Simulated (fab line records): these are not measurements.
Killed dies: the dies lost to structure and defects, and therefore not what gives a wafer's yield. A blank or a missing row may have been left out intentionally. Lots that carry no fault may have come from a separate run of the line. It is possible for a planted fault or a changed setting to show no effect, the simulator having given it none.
Lot-split experiment | flow n5_finfet | 21 wafers read from 7 lots, route of 1938 steps

ABOUT THE SPLIT
At N5_BEOL_M1_TRENCH_ETCH_37 (etches SiOC in C4F6/O2, target depth 55.207 nm, time 29 s), the setting bias_w was moved away from the recipe's 185 W on 9 of the 21 wafers read, by -16.2% to -8.3%. The other wafers ran this setting at the recipe's value.

The split's own step is where the reading is taken.

THE READING
rf_vpp_V, in V, at N5_BEOL_M1_TRENCH_ETCH_37 (etches SiOC in C4F6/O2, target depth 55.207 nm, time 29 s). On this fab line, fault-free wafers typically give 659 V with a standard deviation of 19 V.

wafer  | tool, chamber at the split | bias_w as run, W | against the recipe | rf_vpp_V, V | against lot-mates on the recipe
L074.3 | rie_diel-06, 0             | 168.7            | -8.8%              | 604         | no lot-mate on the recipe
L074.4 | rie_diel-06, 1             | 168.7            | -8.8%              | 614         | no lot-mate on the recipe
L074.6 | rie_diel-06, 0             | 168.7            | -8.8%              | 601         | no lot-mate on the recipe
L083.2 | rie_diel-05, 3             | 185              | recipe             | 702         | -
L083.3 | rie_diel-05, 2             | 169.6            | -8.3%              | 607         | -96
L083.6 | rie_diel-05, 3             | 185              | recipe             | 704         | -
L084.1 | rie_diel-02, 0             | 185              | recipe             | 632         | -
L084.2 | rie_diel-02, 1             | 185              | recipe             | 645         | -
L084.5 | rie_diel-02, 1             | 185              | recipe             | 645         | -
L085.1 | rie_diel-02, 3             | 185              | recipe             | 670         | -
L085.2 | rie_diel-02, 1             | 158.8            | -14.2%             | 571         | -99
L085.6 | rie_diel-02, 2             | 158.8            | -14.2%             | 595         | -75
L089.1 | rie_diel-06, 3             | 185              | recipe             | 648         | -
L089.2 | rie_diel-06, 1             | 162              | -12.4%             | 595         | -60
L089.4 | rie_diel-06, 2             | 185              | recipe             | 661         | -
L092.2 | rie_diel-02, 0             | 185              | recipe             | 631         | -
L092.4 | rie_diel-02, 3             | 185              | recipe             | 669         | -
L092.6 | rie_diel-02, 0             | 185              | recipe             | 631         | -
L096.2 | rie_diel-02, 3             | 155              | -16.2%             | 580         | -49
L096.4 | rie_diel-02, 1             | 155              | -16.2%             | 561         | -68
L096.5 | rie_diel-02, 0             | 185              | recipe             | 629         | -

FIT RESULTS
A straight line over all 21 wafers: rf_vpp_V changes by +5.23 V for each +1% of bias_w; r = +0.86; the points scatter about the line by 21 V.
The same after taking each lot's own level away (the mean of its wafers on the recipe; 18 wafers): +4.96 V for each +1%; r = +0.87; scatter 19 V.
According to that fit, moving bias_w by its largest amount changes the reading by 80 V.
Measured against the standard deviation above, the lots' own levels, which go from 629.0 to 703.0 V, span 3.9 times it.
The two slopes agree, so the slope changes little with the lot-to-lot level.
Check: for one of the wafers moved furthest among these (-16.2%), held out of the fit, the line's prediction against its lot-mates is -92.9 V. Against them it came out at -49 V.
Tool readings at the split's step, against how far the setting was moved: rf_vpp_V r = +0.86.

ADDITIONAL SPLITS CARRIED BY THESE WAFERS
Before the reading, these wafers also passed through other splits. Each is held against what the fit with the lots' levels taken away leaves over:
other split on the same wafers          | wafers away from the commonest value | r with rf_vpp_V (lot level and that fit taken away)
N5_HKMG_FIN_ETCH_32 bias_w              | 8                                    | -0.10
N5_GATE_CUT_COAT_07 spin_rpm            | 5                                    | -0.06
N5_GATE_CUT_EXPOSE_10 dose_mj           | 5                                    | -0.47
N5_MOL_CONTACT_COAG_SPUTTER_130 power_w | 6                                    | -0.06
N5_MOL_CONTACT_COAG_VIA_ETCH_117 bias_w | 10                                   | +0.28
N5_BEOL_M0_SAQP_COAT_72 spin_rpm        | 11                                   | -0.19
N5_BEOL_M0_SAQP_COAT_87 temp_c          | 7                                    | +0.15
N5_BEOL_M0_ETCH_128 source_w            | 7                                    | -0.02
N5_BEOL_M0_ETCH_109 bias_w              | 10                                   | -0.13

THE FILE'S OWN FIT
rf_vpp_V changes by +5.41 V for each +1% of bias_w, r = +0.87.
